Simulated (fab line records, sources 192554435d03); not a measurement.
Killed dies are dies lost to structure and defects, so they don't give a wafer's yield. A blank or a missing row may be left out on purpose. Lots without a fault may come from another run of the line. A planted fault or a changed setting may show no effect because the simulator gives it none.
Chamber matching | flow n5_finfet | N5_BEOL_M4_ALD_84 on ald_metal-01: 4 sister chambers
The step deposits TaN, pulse time 2 s, purge time 3 s, co reactant purge time 2 s. 8 wafers are shown with their chamber, then 7 later ones without.

WAFERS WITH THEIR CHAMBER
wafer  | chamber | heater_power_w (W)
L083.2 | 0       | 416
L083.4 | 2       | 399
L083.5 | 1       | 407
L086.1 | 0       | 404
L086.2 | 1       | 417
L086.5 | 3       | 436
L089.2 | 2       | 390
L089.4 | 3       | 428

WAFERS WITHOUT THEIR CHAMBER
wafer  | heater_power_w (W)
L089.6 | 420
L095.1 | 401
L095.5 | 411
L095.6 | 418
L096.1 | 424
L096.2 | 385
L096.3 | 405

WHICH CHAMBER EACH WENT THROUGH
wafer  | from the rows above          | in truth
L089.6 | can't be placed: 1 or 0 or 3 | 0
L095.1 | can't be placed: 2 or 0 or 1 | 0
L095.5 | can't be placed: 0 or 1      | 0
L095.6 | can't be placed: 1 or 0 or 3 | 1
L096.1 | can't be placed: 3 or 1 or 0 | 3
L096.2 | 2                            | 2
L096.3 | can't be placed: 0 or 1 or 2 | 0
Placed correctly: 1 of 7. Can't be placed from these rows: 6 (the true chamber is among the candidates in 6). Placed wrongly: 0.
How it was worked out, from the rows above alone: a wafer's distance from a chamber is the root of the sum, over the readings, of the square of ((its reading less the chamber's mean) divided by the reading's scatter). The wafer belongs to the nearest chamber; if the next one is less than 2 further off, it can't be placed. A chamber's mean is the mean of its shown wafers. The scatter: the root of (the sum of the squares of (reading less its chamber's mean) over the shown wafers, divided by (wafers less chambers)).
